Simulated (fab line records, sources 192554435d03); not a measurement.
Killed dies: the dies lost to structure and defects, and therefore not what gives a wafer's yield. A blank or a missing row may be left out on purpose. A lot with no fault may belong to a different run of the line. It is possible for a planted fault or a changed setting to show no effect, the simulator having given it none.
Struck lot and sound lot, side by side + flow n5Finfet + 39 out of 1938 route steps
Sound: the wafers L206.4, L206.5, L206.6. Struck: wafer L212.6. (L212.2, L212.4 of the same lot were not struck and are left out.) The cause comes at the end.
Each step with rows lists, per side, the tool, then ch with its chambers, then its first start. Under that, the readings that differ: sound wafers + struck wafers + difference of the means + sigmas: that difference in standard deviations of wafers without a fault.
alike: words and numbers the same on both sides, and readings whose means are apart by under 2 such deviations; not compared: readings that were withheld, readings missing a value for some wafer, numbers with overlapping values and no deviation given by the record, and bounds like >300 which may hide the same value.
A row with sigmas, a row that says differs or no value, or rows on one side alone: a step with any of these is where the two part. Numbers that don't overlap but have no deviation are shown without sigmas and don't part them. A reading that every wafer of one side lacks parts them only if that side has two wafers or more.

first, 11 steps without rows for these wafers: N5_FIN_SAQP_MANDREL_ETCH_58 (etches a-Si in HBr/Cl2, stops on SiNx, target depth 45 nm, bt time 10 s, time 27 s); N5_FIN_SAQP_RECESS_63 (chemistry HF/NH3, target SiO2, target depth 18 nm, afs cycles 3, sublimation time 60 s); N5_FIN_SAQP_COAT_68 (time 60 s, resist thk 100 nm); N5_FIN_SAQP_ETCH_69 (etches SOC in N2/H2, stops on SiNx, target depth 150 nm); N5_FIN_SAQP_ETCH_67 (etches SiNx in CH3F/O2, target depth 30 nm); N5_FIN_SAQP_STRIP_70 (strips in N2/H2); N5_FIN_SAQP_RECESS_71 (chemistry HF/NH3, target SiO2, target depth 3 nm, afs cycles 1, sublimation time 60 s); N5_FIN_SAQP_SPACER2_ALD_28 (deposits SiO2, target thk 8.1 nm, pulse time 1 s, purge time 2 s); N5_FIN_SAQP_SPACER2_ETCHBACK_29 (etches SiO2 in CHF3/O2, target depth 12.2 nm, time 6.1 s); N5_FIN_SAQP_MANDREL2_REMOVE_60 (chemistry HBr/Cl2/O2, target a-Si, stops on SiNx, bt time 10 s); N5_FIN_SAQP_HM_OPEN_33 (chemistry CH3F/O2, target SiNx, target depth 49.4 nm, time 70.6 s).
N5_FIN_SAQP_ETCH_34: etches SiO2 in C4F6/O2, target depth 45 nm, time 15 s.
  sound on rieDiel-04 ch 0,2,3, day 4 03:53; struck on rieDiel-04 ch 2, day 5 14:13
  alike: drypumpMotorCurrentA, etchRfOnTimeS, oesProductAu, rfVppV, showerheadPlenumPTorr, throttleValvePct
  not compared: rfHoursCounterH
then, 6 steps without rows for these wafers: N5_FIN_SAQP_STRIP_77 (strips in N2/H2, time 90 s); N5_FIN_SAQP_ETCH_64 (etches SiO2 in CF4, target depth 1.5 nm); N5_FIN_SAQP_FIN_ETCH_36 (etches the open film in HBr/Cl2/O2, target depth 120 nm, time 50.4 s); N5_FIN_SAQP_PRECLEAN_38 (cleans in O3/DIW, time 45 s); N5_FIN_SAQP_PRECLEAN_45 (cleans in dHF, time 10 s); N5_FIN_SAQP_SRD_39 (time 30 s).
N5_FIN_SAQP_INSPECT_40: inspects for defects (brightfield).
  struck on defectInspect-01, day 5 14:41; sound on defectInspect-01, day 4 04:21
| reading        | sound       | struck | difference | sigmas |
|----------------|-------------|--------|------------|--------|
| rawDefectCount | 309 200 377 | 854    | +559       | +8     |
then, 9 steps without rows for these wafers: N5_FIN_CUT_COAT_18 (time 60 s, resist thk 230 nm); N5_FIN_CUT_COAT_19 (time 60 s, resist thk 20 nm); N5_FIN_CUT_COAT_29 (time 60 s, resist thk 10 nm); N5_FIN_CUT_COAT_02 (resist thk 30 nm); N5_FIN_CUT_EBR_04; N5_FIN_CUT_SOFTBAKE_03 (time 60 s); N5_FIN_CUT_EXPOSE_05 (exposes mask FIN CUT); N5_FIN_CUT_PEB_06 (peb time 60 s); N5_FIN_CUT_DEVELOP_07 (develop time 30 s).
N5_FIN_CUT_INSPECT_10: inspects for defects (brightfield).
  struck on defectInspect-02, day 5 15:13; sound on defectInspect-02, day 4 05:47
| reading        | sound    | struck | difference | sigmas |
|----------------|----------|--------|------------|--------|
| rawDefectCount | 47 24 59 | 667    | +624       | +52    |
then, 7 steps without rows for these wafers: N5_FIN_CUT_DESCUM_13 (chemistry O2, time 7 s); N5_FIN_CUT_ETCH_30 (etches underlayer in N2/H2, target depth 13 nm, time 10.4 s); N5_FIN_CUT_ETCH_20 (etches SiARC in CF4, target depth 26 nm, time 43.3 s); N5_FIN_CUT_ETCH_21 (etches SOC in N2/H2, target depth 219 nm, overetch 43.8 nm, time 523.5 s); N5_FIN_CUT_STRIP_23 (strips in N2/H2); N5_FIN_CUT_STRIP_31 (strips in N2/H2); N5_FIN_CUT_STRIP_24 (strips in CF4).
N5_FIN_CUT_INSPECT_17: inspects for defects (brightfield).
  struck on defectInspect-02, day 5 16:09; sound on defectInspect-01, day 4 06:48
| reading        | sound       | struck | difference | sigmas |
|----------------|-------------|--------|------------|--------|
| rawDefectCount | 327 216 388 | 817    | +507       | +7     |
-- the record jumps here: 6 days lie between the struck wafers' starts before and after (it left off in module FIN_CUT and takes up again in module BEOL_M4, whose first step shown is number 1111 of the route) --
N5_BEOL_M4_RC_MEAS_101:
  sound on prober-02 ch 0, day 10 08:55; struck on prober-02 ch 0, day 11 14:12
  alike: DIBL_N, DIBL_P, IOFF_N, IOFF_P, ION_N, ION_P, SS_N, SS_P, VT_N, VT_P
-- the record jumps here: 4 days lie between the struck wafers' starts before and after (it left off in module BEOL_M4 and takes up again in module PASSIVATION, whose first step shown is number 1936 of the route) --
N5_PASSIVATION_PROBE_49:
  rows exist in the record for the struck wafers here (prober-02, day 15 23:28), but not for the sound ones

== WHERE THEY PART ==
Earliest at N5_FIN_SAQP_INSPECT_40; latest, in this record, at N5_PASSIVATION_PROBE_49.

WHY: whatever the simulator had introduced
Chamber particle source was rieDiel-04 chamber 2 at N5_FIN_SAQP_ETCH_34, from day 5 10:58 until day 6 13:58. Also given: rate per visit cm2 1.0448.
